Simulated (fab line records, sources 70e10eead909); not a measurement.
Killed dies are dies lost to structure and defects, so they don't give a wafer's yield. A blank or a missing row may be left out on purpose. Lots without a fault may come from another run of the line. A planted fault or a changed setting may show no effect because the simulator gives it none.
Which tool did it? | flow nand_harc | 12 lots, 36 wafers sampled, at 2 steps of a route of 1302

WHAT THE GAUGES READ, wafer by wafer
NHARC_A_M0_CD_MEAS_09: target cd 80 nm.
lot  | measured     | on        | cd_nm (nm)
L074 | day 23 07:26 | cd_sem-01 | 79.2 79.4 79.0
L077 | day 24 09:41 | cd_sem-01 | 80.4 79.4 79.8
L081 | day 27 07:49 | cd_sem-01 | 79.6 80.0 80.2
L084 | day 27 19:04 | cd_sem-03 | 78.4 79.1 78.5
L083 | day 28 13:51 | cd_sem-01 | 79.5 78.4 78.2
L086 | day 29 03:20 | cd_sem-03 | 80.4 80.8 80.8
L087 | day 29 11:33 | cd_sem-02 | 78.7 78.0 78.3
L089 | day 29 18:04 | cd_sem-03 | 80.7 78.9 79.3
L091 | day 29 22:52 | cd_sem-02 | 78.6 78.3 78.2
L093 | day 30 23:22 | cd_sem-02 | 80.5 80.2 80.4
L095 | day 32 07:10 | cd_sem-02 | 78.2 79.6 79.0
L097 | day 33 21:13 | cd_sem-02 | 79.8 79.5 79.8

WHICH TOOL RAN EACH LOT (tool, then ch and the chambers of the sampled wafers, then the start)
lot  | NHARC_A_BLC_CMP_25
L074 | cmp-01 ch 0,1,3, day 23 06:03
L077 | cmp-02 ch 0,3, day 24 08:17
L081 | cmp-04 ch 0,1,2, day 27 06:34
L084 | cmp-02 ch 2,3, day 27 17:46
L083 | cmp-02 ch 0,1,3, day 28 12:35
L086 | cmp-01 ch 1,2,3, day 29 01:55
L087 | cmp-01 ch 0,3, day 29 10:14
L089 | cmp-02 ch 0,3, day 29 16:33
L091 | cmp-01 ch 1,2, day 29 21:35
L093 | cmp-02 ch 0,2,3, day 30 22:14
L095 | cmp-01 ch 0,1,2, day 32 05:55
L097 | cmp-01 ch 0,2,3, day 33 19:55
- NHARC_A_BLC_CMP_25: polishes, t overpolish 30 s, target thk 150 nm.

THE ANSWER, worked out from the rows above alone
Rule: what is usual is taken from the lots themselves. Put in order of their means at a reading, lots are off if they are a third of the lots or fewer, leave a main group of 4 or more, and stand apart from it by a gap of 3 or more times the standard deviation of the main group's means; of several such gaps the widest counts. A main group whose means are all the same, to the digits that the tables above print for the reading, isn't used. A lot without any number at a reading at which 4 lots or more have one is off too. The other lots that the step has rows for count as sound.
No lot is off at any reading shown: from this, nothing can be told.

WHAT THE SIMULATOR HAD PUT IN
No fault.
